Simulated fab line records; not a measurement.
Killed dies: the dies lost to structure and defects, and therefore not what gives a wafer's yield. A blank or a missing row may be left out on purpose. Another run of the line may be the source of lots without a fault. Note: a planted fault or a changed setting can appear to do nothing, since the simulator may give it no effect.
fab line records	flow nand-harc	part 1 of 2: steps 1 to 20 of 27
[record] lots = 5	wafers = 15	last-day = 23
route steps=1159 shown A_STAIRCASE@529
lots that met no fault: from a run of the same line without faults
start-h: the number of hours between the record's first day and the start of the first shown wafer of the lot	wait-h: hours since the lot's step before	" as in the row above	L1.1+2: a single row standing in for several wafers	- value missing, or start not given	* or withheld: withheld	< > ~ a bound
route shown NAME@n: names a module that has steps shown in the file, with the first one's number in the route	usual: mean and standard deviation over wafers with no fault	same: alike in all rows	chamber/n: place in a boat	sites: each site's reading	_std_site: their standard deviation	_edge_site: inner sites' mean taken away from outer sites' mean	radius-mm: how far each site lies from the wafer's centre	mask NAME#n: copy n	behind: the most recent tool/chamber to have shaped the wafer	hold: what put the lot on hold/how long, in hours/how the hold closed	device: the n, p or np transistor that did not switch	end of line: the same wafers' tests at the end of the route	where a step has no rows: the recipe by itself	killed: the dies lost at the first sort to structure and to defects; this is not the yield of the wafer	map: per-die view of a wafer (x killed, . not killed, _ where there is no die)
set.NAME: the setting the step ran with; set.NAME@STEP: the setting that earlier step ran with	model.NAME: the simulator's own value behind a step, which no gauge read
a table for each step, a row for each wafer; lots at some steps of the route
services: when a tool's chamber went out of use (start-h, in hours from the record's first day, below 0 if earlier), for how many hours, and the reason
[[steps]]
[step NHARC_A_STAIRCASE_HARDBAKE_167]
[recipe] temp-c = 120	time-s = 140
[usual] exhaust-pa = 45.2/0.95
lot.wafer	tool	chamber	start-h	wait-h	exhaust-pa
L078.1	litho-track-07	0	260.91	-	43.5
L078.3	"	0	"	"	44.3
L078.6	"	0	"	"	43.9
L088.1	litho-track-07	0	328.37	-	43.4
L088.2	"	0	"	"	43.1
L088.4	"	0	"	"	44.1
L093.2	litho-track-03	0	335.97	-	43.7
L093.4	"	0	"	"	45.0
L093.5	"	0	"	"	44.6
L091.2	litho-track-05	0	336.13	-	44.3
L091.5	"	0	"	"	44.3
L091.6	"	0	"	"	43.9
L092.3	litho-track-05	0	340.78	-	45.4
L092.5	"	0	"	"	45.8
L092.6	"	0	"	"	44.5
[step NHARC_A_STAIRCASE_DESCUM_168]
[recipe] time-s = 3	o2-flow-sccm = 200	ar-flow-sccm = 0	bias-power-w = 0	chemistry = O2
[usual] drypump-motor-current-A = 5.8/0.57	oes-product-au = 1.002/0.012	rf-vpp-V = 57.9/0.87	showerhead-plenum-p-Torr = 1.91/0.06	throttle-valve-pct = 11.311/0.0093
lot.wafer	tool	chamber	start-h	wait-h	drypump-motor-current-A	oes-product-au	rf-hours-counter-h	rf-vpp-V	showerhead-plenum-p-Torr	throttle-valve-pct
L078.1	rie-diel-11	3	261.02	-	5.4	0.996	22	58.7	1.84	11.288
L078.3	"	1	"	"	6.4	0.999	23	58.4	1.97	11.325
L078.6	"	2	"	"	5.6	1.011	-	57.2	1.80	11.302
L088.1	rie-diel-11	0	329.00	-	6.1	0.983	50	56.8	1.87	11.305
L088.4	"	1	"	"	6.4	0.989	46	57.7	1.96	11.316
L088.2	"	2	"	"	5.6	1.002	45	56.5	1.80	11.327
L093.4	rie-diel-07	2	336.07	-	6.1	1.011	36	56.8	1.86	11.322
L093.2	"	3	"	"	5.1	0.991	36	58.4	1.92	11.287
L093.5	"	2	"	"	6.2	1.007	-	57.8	1.86	11.310
L091.2	rie-diel-03	1	336.22	-	4.9	1.008	40	58.8	1.97	11.317
L091.6	"	0	"	"	5.6	1.006	-	59.1	1.99	11.307
L091.5	"	1	"	"	4.9	0.993	-	58.1	1.97	11.306
L092.3	rie-diel-03	1	340.87	-	4.9	1.008	42	57.3	1.97	11.295
L092.5	"	0	"	"	5.6	1.010	-	58.5	1.99	11.301
L092.6	"	1	"	"	4.9	0.993	-	58.5	1.97	11.297
[step NHARC_A_STAIRCASE_ETCH_169]
[recipe] target-depth-a = 500	time-s = 107.1	ion-energy-ev = 120	ch3f-flow-sccm = 50	o2-flow-sccm = 30	ar-flow-sccm = 200	rf-w = 500	bias-w = 100	chemistry = CH3F/O2
[usual] ch3f-flow-sccm = 50.01/0.15	drypump-motor-current-A = 5.8/0.57	oes-product-au = 0.953/0.018	rf-vpp-V = 244.3/1.3	showerhead-plenum-p-Torr = 2.45/0.074	throttle-valve-pct = 20.663/0.0093
lot.wafer	tool	chamber	start-h	wait-h	ch3f-flow-sccm	drypump-motor-current-A	oes-product-au	rf-hours-counter-h	rf-vpp-V	showerhead-plenum-p-Torr	throttle-valve-pct
L078.3	rie-diel-11	2	261.10	0.1	50.02	5.6	0.967	23	242.2	2.32	20.658
L078.1	"	3	"	"	49.95	5.4	0.937	22	242.8	2.37	20.670
L078.6	"	3	"	"	49.97	5.4	0.926	-	242.0	2.37	20.648
L088.4	rie-diel-11	1	329.07	0.1	49.93	6.4	0.956	46	245.7	2.52	20.660
L088.2	"	3	"	"	50.09	5.4	0.929	49	242.8	2.36	20.673
L088.1	"	0	"	"	50.18	6.1	0.926	50	243.1	2.41	20.664
L093.2	rie-diel-07	2	336.15	0.1	50.08	6.2	0.962	36	243.2	2.40	20.645
L093.4	"	0	"	"	49.80	5.4	0.994	38	243.5	2.51	20.655
L093.5	"	2	"	"	50.09	6.2	0.958	-	243.3	2.40	20.661
L091.2	rie-diel-03	0	336.31	0.1	50.20	5.6	0.961	39	244.8	2.55	20.679
L091.6	"	3	"	"	49.68	6.7	0.976	-	244.8	2.42	20.663
L091.5	"	0	"	"	49.99	5.6	0.958	-	244.7	2.56	20.664
L092.3	rie-diel-03	1	340.99	0.1	49.97	4.9	0.916	42	245.3	2.52	20.660
L092.5	"	2	"	"	49.95	5.6	0.915	-	246.1	2.58	20.655
L092.6	"	3	"	"	50.10	6.8	0.936	-	242.0	2.42	20.649
[step NHARC_A_STAIRCASE_ETCH_170]
[recipe] target-depth-a = 2000	time-s = 66.667	ion-energy-ev = 250	c4f6-flow-sccm = 25	o2-flow-sccm = 20	ar-flow-sccm = 500	rf-w = 600	bias-w = 500	chemistry = C4F6/O2
[usual] drypump-motor-current-A = 5.9/0.58	oes-product-au = 0.972/0.018	rf-vpp-V = 546.9/2.3	showerhead-plenum-p-Torr = 3.93/0.11	throttle-valve-pct = 26.902/0.0085
lot.wafer	tool	chamber	start-h	wait-h	drypump-motor-current-A	oes-product-au	rf-hours-counter-h	rf-vpp-V	showerhead-plenum-p-Torr	throttle-valve-pct
L078.3	rie-diel-11	1	-	-	6.4	0.976	23	548.2	4.03	26.893
L078.1	"	0	"	"	6.1	0.955	22	545.4	3.87	26.911
L078.6	"	2	"	"	5.6	0.968	-	543.7	3.72	26.907
L088.2	rie-diel-11	1	-	-	6.4	0.989	46	548.5	4.01	26.913
L088.4	"	2	"	"	5.6	0.989	45	543.0	3.70	26.899
L088.1	"	3	"	"	5.4	0.943	49	544.6	3.78	26.919
L091.2	rie-diel-03	1	-	-	4.9	0.979	40	548.3	4.02	26.906
L091.6	"	1	"	"	4.9	0.979	-	548.1	4.02	26.917
L091.5	"	2	"	"	5.7	0.984	-	550.5	4.11	26.896
L093.4	rie-diel-07	1	-	-	6.7	0.928	38	546.0	3.89	26.908
L093.2	"	0	"	"	5.3	0.926	38	548.2	4.00	26.913
L093.5	"	1	"	"	6.7	0.931	-	545.2	3.89	26.906
L092.3	rie-diel-03	2	-	-	5.6	0.957	33	551.8	4.11	26.919
L092.6	"	1	"	"	4.9	0.941	-	548.6	4.02	26.901
L092.5	"	2	"	"	5.6	0.962	-	549.4	4.11	26.902
[step NHARC_A_STAIRCASE_STRIP_171]
[recipe] power-w = 1500	temp-c = 250	chemistry = O2
[usual] drypump-motor-current-A = 5.81/0.26	heater-power-w = 332/39	temp-c = 249.99/0.18
lot.wafer	tool	chamber	start-h	wait-h	drypump-motor-current-A	heater-power-w	rf-hours-counter-h	temp-c
L078.1	plasma-asher-02	1	262.03	-	5.57	328	26	250.03
L078.3	"	0	"	"	5.98	344	-	250.04
L078.6	"	0	"	"	5.95	345	-	249.88
L088.2	plasma-asher-01	0	329.51	-	5.50	373	12	249.76
L088.1	"	1	"	"	6.16	268	12	249.99
L088.4	"	0	"	"	5.50	367	-	249.93
L091.2	plasma-asher-02	1	336.61	-	5.61	335	52	250.14
L091.6	"	1	"	"	5.62	331	-	250.08
L091.5	"	0	"	"	5.94	339	-	250.02
L093.2	plasma-asher-01	1	336.87	-	6.17	265	15	250.03
L093.4	"	1	"	"	6.18	276	-	250.07
L093.5	"	1	"	"	6.18	276	-	250.14
L092.3	plasma-asher-01	0	341.28	-	5.53	378	-	250.03
L092.6	"	0	"	"	5.52	376	-	250.04
L092.5	"	1	"	"	6.21	269	-	249.94
[step NHARC_A_STAIRCASE_STRIP_172]
[recipe] time-s = 900	temp-c = 130	chemistry = SPM
[usual] temp-c = 130.01/0.14
lot.wafer	tool	chamber	start-h	wait-h	temp-c
L078.6	wet-bench-07	5	262.39	0.1	129.86
L078.3	"	7	"	"	130.16
L078.1	"	0	"	"	129.89
L088.2	wet-bench-05	0	329.86	0.3	130.14
L088.1	"	1	"	"	129.92
L088.4	"	3	"	"	130.03
L091.6	wet-bench-05	7	336.96	0.1	130.11
L091.5	"	2	"	"	129.94
L091.2	"	4	"	"	130.02
L093.4	wet-bench-07	4	337.19	0.2	129.87
L093.5	"	5	"	"	130.06
L093.2	"	0	"	"	129.91
L092.3	wet-bench-07	2	341.59	0.3	130.00
L092.5	"	3	"	"	129.87
L092.6	"	4	"	"	129.90
[step NHARC_A_STAIRCASE_PRECLEAN_173]
[recipe] time-s = *	temp-c = 50	bath-age-min = 0	chemistry = SC1
[usual] h2o2-flow-mL-min = 56.63/0.17	temp-c = 50.01/0.12
lot.wafer	tool	chamber	start-h	wait-h	h2o2-flow-mL-min	temp-c
L078.6	wet-bench-07	5	-	-	56.97	50.01
L078.3	"	7	"	"	56.72	50.09
L078.1	"	0	"	"	56.80	50.20
L088.2	wet-bench-05	0	-	-	56.74	50.02
L088.1	"	1	"	"	56.57	50.04
L088.4	"	3	"	"	56.63	50.19
L091.6	wet-bench-05	7	-	-	56.50	50.20
L091.5	"	2	"	"	56.37	50.01
L091.2	"	4	"	"	56.47	49.92
L093.4	wet-bench-07	4	-	-	56.83	50.18
L093.5	"	5	"	"	56.95	50.00
L093.2	"	0	"	"	56.83	49.86
L092.3	wet-bench-07	2	-	-	56.53	50.14
L092.5	"	3	"	"	56.41	50.17
L092.6	"	4	"	"	56.41	49.98
[step NHARC_A_STAIRCASE_SRD_174]
lot.wafer	tool	chamber	start-h	wait-h
L078.6+3+1	wet-bench-07	5,7,0	-	-
L088.2+1+4	wet-bench-05	0,1,3	-	-
L091.6+5+2	wet-bench-05	7,2,4	-	-
L093.4+5+2	wet-bench-07	4,5,0	-	-
L092.3+5+6	wet-bench-07	2,3,4	-	-
[step NHARC_A_STAIRCASE_DEHYDRATE_01]
[recipe] temp-c = 150	time-s = 120
[usual] exhaust-pa = 45.1/0.82
lot.wafer	tool	chamber	start-h	wait-h	exhaust-pa
L078.1	litho-track-03	0	262.84	-	47.4
L078.3	"	0	"	"	46.5
L078.6	"	0	"	"	46.8
L088.1	litho-track-05	0	330.31	-	46.6
L088.2	"	0	"	"	45.5
L088.4	"	0	"	"	45.0
L091.2	litho-track-07	0	337.42	-	45.0
L091.5	"	0	"	"	45.4
L091.6	"	0	"	"	46.7
L093.2	litho-track-03	0	337.71	-	45.1
L093.4	"	0	"	"	44.3
L093.5	"	0	"	"	44.3
L092.3	litho-track-03	0	342.08	-	45.1
L092.5	"	0	"	"	46.4
L092.6	"	0	"	"	45.4
[step NHARC_A_STAIRCASE_HMDS_02]
[recipe] time-s = 30
[usual] exhaust-pa = 44.9/0.96
lot.wafer	tool	chamber	start-h	wait-h	exhaust-pa
L078.1	litho-track-03	0	-	-	43.9
L078.3	"	0	"	"	42.2
L078.6	"	0	"	"	45.1
L088.1	litho-track-05	0	-	-	46.6
L088.2	"	0	"	"	45.8
L088.4	"	0	"	"	45.8
L091.2	litho-track-07	0	-	-	45.0
L091.5	"	0	"	"	44.8
L091.6	"	0	"	"	44.4
L093.2	litho-track-03	0	-	-	44.9
L093.4	"	0	"	"	45.4
L093.5	"	0	"	"	43.7
L092.3	litho-track-03	0	-	-	43.6
L092.5	"	0	"	"	43.7
L092.6	"	0	"	"	44.1
[step NHARC_A_STAIRCASE_COAT_03]
[recipe] spin-rpm = 1200
[usual] exhaust-pa = 44.9/0.94
lot.wafer	tool	chamber	start-h	wait-h	exhaust-pa
L078.1	litho-track-03	0	-	-	44.9
L078.3	"	0	"	"	44.2
L078.6	"	0	"	"	44.4
L088.1	litho-track-05	0	-	-	43.5
L088.2	"	0	"	"	44.6
L088.4	"	0	"	"	45.6
L091.2	litho-track-07	0	-	-	46.7
L091.5	"	0	"	"	44.1
L091.6	"	0	"	"	45.3
L093.2	litho-track-03	0	-	-	45.5
L093.4	"	0	"	"	44.4
L093.5	"	0	"	"	45.8
L092.3	litho-track-03	0	-	-	44.8
L092.5	"	0	"	"	45.6
L092.6	"	0	"	"	46.0
[step NHARC_A_STAIRCASE_SOFTBAKE_04]
[recipe] temp-c = 135	time-s = 170
[usual] exhaust-pa = 44.8/0.81
lot.wafer	tool	chamber	start-h	wait-h	exhaust-pa
L078.1	litho-track-03	0	-	-	45.9
L078.3	"	0	"	"	45.1
L078.6	"	0	"	"	45.3
L088.1	litho-track-05	0	-	-	45.1
L088.2	"	0	"	"	46.1
L088.4	"	0	"	"	46.3
L091.2	litho-track-07	0	-	-	44.6
L091.5	"	0	"	"	44.7
L091.6	"	0	"	"	44.3
L093.2	litho-track-03	0	-	-	44.4
L093.4	"	0	"	"	45.6
L093.5	"	0	"	"	44.1
L092.3	litho-track-03	0	-	-	44.8
L092.5	"	0	"	"	44.6
L092.6	"	0	"	"	43.8
[step NHARC_A_STAIRCASE_EBR_05]
[usual] exhaust-pa = 45.2/0.86
lot.wafer	tool	chamber	start-h	wait-h	exhaust-pa
L078.1	litho-track-03	0	-	-	45.4
L078.3	"	0	"	"	45.8
L078.6	"	0	"	"	45.0
L088.1	litho-track-05	0	-	-	44.4
L088.2	"	0	"	"	45.3
L088.4	"	0	"	"	43.7
L091.2	litho-track-07	0	-	-	44.7
L091.5	"	0	"	"	43.9
L091.6	"	0	"	"	46.0
L093.2	litho-track-03	0	-	-	46.1
L093.4	"	0	"	"	45.8
L093.5	"	0	"	"	46.4
L092.3	litho-track-03	0	-	-	44.6
L092.5	"	0	"	"	45.0
L092.6	"	0	"	"	45.8
[step NHARC_A_STAIRCASE_EXPOSE_06]
[recipe] na = 0.5	dose-mj = 25.43	mask-id = STAIR
lot.wafer	tool	chamber	start-h	wait-h	mask
L078.1+3+6	krf-scanner-01	0	263.17	-	STAIR#0
L088.1+2+4	krf-scanner-01	0	330.64	-	STAIR#0
L091.2+5+6	krf-scanner-01	0	337.63	-	STAIR#0
L093.2+4+5	krf-scanner-02	0	338.05	-	STAIR#0
L092.3+5+6	krf-scanner-04	0	342.43	-	STAIR#0
[step NHARC_A_STAIRCASE_PEB_07]
[recipe] peb-temp-c = 115	peb-time-s = 130
[usual] exhaust-pa = 44.9/0.93
lot.wafer	tool	chamber	start-h	wait-h	exhaust-pa
L078.1	litho-track-03	0	263.24	0.1	44.0
L078.3	"	0	"	"	46.0
L078.6	"	0	"	"	44.2
L088.1	litho-track-07	0	330.71	0.1	46.0
L088.2	"	0	"	"	46.5
L088.4	"	0	"	"	45.8
L091.2	litho-track-05	0	337.69	0.1	46.2
L091.5	"	0	"	"	46.5
L091.6	"	0	"	"	45.6
L093.2	litho-track-05	0	338.12	0.1	43.5
L093.4	"	0	"	"	44.3
L093.5	"	0	"	"	44.4
L092.3	litho-track-07	0	342.48	0.1	45.6
L092.5	"	0	"	"	44.7
L092.6	"	0	"	"	45.0
[step NHARC_A_STAIRCASE_DEVELOP_08]
[recipe] time-s = 140
[usual] exhaust-pa = 45.1/0.85
lot.wafer	tool	chamber	start-h	wait-h	exhaust-pa
L078.1	litho-track-03	0	-	-	45.6
L078.3	"	0	"	"	45.2
L078.6	"	0	"	"	45.7
L088.1	litho-track-07	0	-	-	45.5
L088.2	"	0	"	"	45.1
L088.4	"	0	"	"	44.8
L091.2	litho-track-05	0	-	-	45.9
L091.5	"	0	"	"	44.9
L091.6	"	0	"	"	44.0
L093.2	litho-track-05	0	-	-	45.9
L093.4	"	0	"	"	44.7
L093.5	"	0	"	"	45.7
L092.3	litho-track-07	0	-	-	46.2
L092.5	"	0	"	"	44.2
L092.6	"	0	"	"	44.9
[step NHARC_A_STAIRCASE_HARDBAKE_10]
[recipe] temp-c = 120	time-s = 140
[usual] exhaust-pa = 45.1/0.76
lot.wafer	tool	chamber	start-h	wait-h	exhaust-pa
L078.1	litho-track-07	0	263.46	-	44.7
L078.3	"	0	"	"	45.2
L078.6	"	0	"	"	44.0
L088.1	litho-track-07	0	330.93	-	45.3
L088.2	"	0	"	"	46.2
L088.4	"	0	"	"	45.5
L091.2	litho-track-07	0	337.91	-	44.2
L091.5	"	0	"	"	44.7
L091.6	"	0	"	"	43.8
L093.2	litho-track-07	0	338.34	-	46.4
L093.4	"	0	"	"	46.2
L093.5	"	0	"	"	45.3
L092.3	litho-track-05	0	342.71	-	44.3
L092.5	"	0	"	"	45.1
L092.6	"	0	"	"	44.8
[step NHARC_A_STAIRCASE_DESCUM_11]
[recipe] time-s = 3	o2-flow-sccm = 200	ar-flow-sccm = 0	bias-power-w = 0	chemistry = O2
[usual] drypump-motor-current-A = 5.8/0.58	oes-product-au = 1.001/0.013	rf-vpp-V = 57.8/0.79	showerhead-plenum-p-Torr = 1.92/0.059	throttle-valve-pct = 11.312/0.0086
lot.wafer	tool	chamber	start-h	wait-h	drypump-motor-current-A	oes-product-au	rf-hours-counter-h	rf-vpp-V	showerhead-plenum-p-Torr	throttle-valve-pct
L078.1	rie-diel-07	0	263.55	-	5.3	1.007	10	58.4	1.97	11.316
L078.3	"	1	"	"	6.7	1.016	9	58.0	1.91	11.315
L078.6	"	1	"	"	6.7	1.017	-	58.6	1.90	11.312
L088.1	rie-diel-03	3	331.02	-	6.7	1.000	43	58.2	1.89	11.306
L088.2	"	1	"	"	4.9	0.990	38	59.0	1.97	11.318
L088.4	"	2	"	"	5.6	0.992	29	57.9	2.02	11.296
L091.2	rie-diel-07	0	338.01	-	5.3	1.004	38	57.9	1.96	11.307
L091.5	"	3	"	"	5.1	0.983	-	56.4	1.92	11.313
L091.6	"	0	"	"	5.3	1.022	-	58.4	1.96	11.327
L093.2	rie-diel-03	0	338.43	-	5.6	1.008	40	57.4	1.99	11.299
L093.4	"	1	"	"	4.9	1.000	41	59.6	1.97	11.314
L093.5	"	0	"	"	5.6	1.008	-	58.4	1.99	11.306
L092.3	rie-diel-11	3	342.81	-	5.4	0.988	54	59.4	1.83	11.303
L092.5	"	1	"	"	6.4	1.002	-	57.6	1.96	11.312
L092.6	"	2	"	"	5.6	1.013	-	58.0	1.79	11.326
[step NHARC_A_STAIRCASE_TRIM_12]
[recipe] time-s = 211.2	o2-flow-sccm = 500	ar-flow-sccm = 0	bias-w = 0	chemistry = O2
[usual] drypump-motor-current-A = 5.8/0.59	oes-product-au = 1.003/0.012	rf-vpp-V = 57.9/0.79	showerhead-plenum-p-Torr = 3.54/0.1	throttle-valve-pct = 17.036/0.01
lot.wafer	tool	chamber	start-h	wait-h	drypump-motor-current-A	oes-product-au	rf-hours-counter-h	rf-vpp-V	showerhead-plenum-p-Torr	throttle-valve-pct
L078.3	rie-diel-07	0	263.65	0.1	5.4	1.002	10	59.0	3.62	17.037
L078.1	"	1	"	"	6.7	1.021	9	57.0	3.51	17.038
L078.6	"	3	"	"	5.1	0.991	-	57.9	3.55	17.042
L088.4	rie-diel-03	0	331.10	0.1	5.6	1.016	36	57.9	3.66	17.045
L088.2	"	2	"	"	5.7	1.001	29	58.3	3.71	17.028
L088.1	"	3	"	"	6.7	1.015	43	59.0	3.48	17.041
L091.2	rie-diel-07	1	338.13	0.1	6.6	1.020	38	59.1	3.50	17.036
L091.5	"	2	"	"	6.2	1.008	-	57.7	3.44	17.033
L091.6	"	3	"	"	5.1	0.996	-	57.1	3.54	17.041
L093.4	rie-diel-03	1	338.54	0.1	4.9	1.000	41	58.8	3.62	17.038
L093.2	"	2	"	"	5.6	0.993	32	57.6	3.70	17.045
L093.5	"	0	"	"	5.6	1.013	-	57.8	3.66	17.036
L092.3	rie-diel-11	0	342.92	0.1	6.1	0.989	55	57.8	3.46	17.045
L092.5	"	1	"	"	6.4	0.988	-	58.9	3.61	17.049
L092.6	"	2	"	"	5.6	1.015	-	57.1	3.32	17.047
[step NHARC_A_STAIRCASE_ETCH_13]
[recipe] target-depth-a = 1000	time-s = 40.5	ion-energy-ev = 400	c4f8-flow-sccm = 20	o2-flow-sccm = 10	ar-flow-sccm = withheld	rf-w = 600	bias-w = 1000	chemistry = C4F8/O2
[usual] oes-product-au = 0.940/0.015	rf-vpp-V = 896/3.8
lot.wafer	tool	chamber	start-h	wait-h	oes-product-au	rf-hours-counter-h	rf-vpp-V
L078.3	rie-diel-07	3	-	-	0.935	9	897
L078.1	"	1	"	"	0.968	10	896
L078.6	"	3	"	"	0.936	-	898
L088.1	rie-diel-03	3	-	-	0.948	43	894
L088.4	"	0	"	"	0.947	36	901
L088.2	"	2	"	"	0.939	29	902
L091.2	rie-diel-07	1	-	-	0.959	38	896
L091.6	"	0	"	"	0.942	-	897
L091.5	"	1	"	"	0.965	-	895
L093.4	rie-diel-03	1	-	-	0.955	41	899
L093.2	"	2	"	"	0.969	32	901
L093.5	"	0	"	"	0.951	-	901
L092.3	rie-diel-11	3	-	-	0.908	55	891
L092.6	"	3	"	"	0.912	-	892
L092.5	"	0	"	"	0.913	-	893
